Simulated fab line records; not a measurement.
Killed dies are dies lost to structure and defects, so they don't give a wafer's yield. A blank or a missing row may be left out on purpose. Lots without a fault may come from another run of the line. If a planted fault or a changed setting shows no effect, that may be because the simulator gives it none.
Chamber matching -- flow n5_finfet -- N5_BEOL_M5_CURE_80 on uv_cure-02: 3 sister chambers
The step cures SiCOH lowk, time 120 s. 6 wafers are shown with their chamber, then 8 later ones without.

== WAFERS WITH THEIR CHAMBER ==
wafer,chamber,lamp_power_pct (%),wafer_temp_C_max
L074.3,2,52.37,372.2
L074.4,2,52.27,371.4
L080.5,1,52.25,371.5
L080.6,1,52.24,371.7
L086.6,0,52.31,371.8
L086.3,0,52.32,371.6

== WAFERS WHOSE CHAMBER IS MISSING ==
wafer,lamp_power_pct (%),wafer_temp_C_max
L086.4,52.36,371.6
L086.5,52.32,371.4
L095.1,52.32,371.8
L095.2,52.46,371.5
L095.3,52.28,372.0
L096.1,52.28,371.7
L096.3,52.36,371.7
L096.4,52.28,371.5

== WHICH CHAMBER EACH WENT THROUGH ==
wafer,from the rows above,in truth
L086.4,can't be placed: 2 or 0 or 1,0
L086.5,can't be placed: 0 or 2 or 1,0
L095.1,can't be placed: 2 or 0 or 1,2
L095.2,can't be placed: 2 or 0 or 1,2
L095.3,can't be placed: 2 or 0 or 1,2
L096.1,can't be placed: 0 or 1 or 2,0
L096.3,can't be placed: 2 or 0 or 1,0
L096.4,can't be placed: 1 or 0 or 2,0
Placed correctly: 0 of 8. Not placeable from these rows: 8 (in 8, the candidates include the true chamber). Placed wrongly: 0.
How it was worked out, from the rows above alone: a wafer's distance from a chamber is the root of the sum, over the readings, of the square of ((its reading less the chamber's mean) divided by the reading's scatter). The wafer belongs to the nearest chamber; if the next one is less than 2 further off, it can't be placed. For every chamber, the mean is computed from those of its wafers that are shown. The scatter: the root of (the sum of the squares of (reading less its chamber's mean) over the shown wafers, divided by (wafers less chambers)).
